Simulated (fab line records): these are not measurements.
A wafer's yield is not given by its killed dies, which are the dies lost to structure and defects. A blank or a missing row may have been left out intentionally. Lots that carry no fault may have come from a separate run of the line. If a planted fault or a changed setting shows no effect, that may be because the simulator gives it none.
Chamber matching    flow nand_harc    3 sister chambers for NHARC_P_M1_DEP_00 on pecvd-04
The step deposits SiOC, target thk 182.5 nm. 3 wafers are shown with their chamber, then 8 later ones without.

## WAFERS PAIRED WITH THEIR CHAMBERS
wafer   chamber  showerhead_vpp_V (V)
L341.1  1        1598
L341.2  0        1415
L345.4  2        1476

## WAFERS WITH NO CHAMBER GIVEN
wafer   showerhead_vpp_V (V)
L345.5  1624
L345.6  1432
L349.2  1499
L349.5  1571
L349.6  1416
L351.2  1452
L351.3  1618
L351.4  1428

## CHAMBER TAKEN BY EACH
wafer   from the rows above      in truth
L345.5  1                        1
L345.6  can't be placed: 0 or 2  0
L349.2  2                        2
L349.5  1                        1
L349.6  0                        0
L351.2  can't be placed: 2 or 0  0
L351.3  1                        1
L351.4  can't be placed: 0 or 2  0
Correct placement for 5 of the 8. Not placeable from these rows: 3 (in 3, the candidates include the true chamber). Placed wrongly: 0.
How it was worked out, from the rows above alone: a wafer's distance from a chamber is the root of the sum, over the readings, of the square of ((its reading less the chamber's mean) divided by the reading's scatter). If the next closest chamber is less than 2 further off than the closest, the wafer can't be placed; otherwise it belongs to the closest. The mean given for a chamber averages the wafers shown for that chamber. The scatter: with one shown wafer a chamber, the root of the mean of the squares of how far each hidden wafer lies from its nearest shown one.
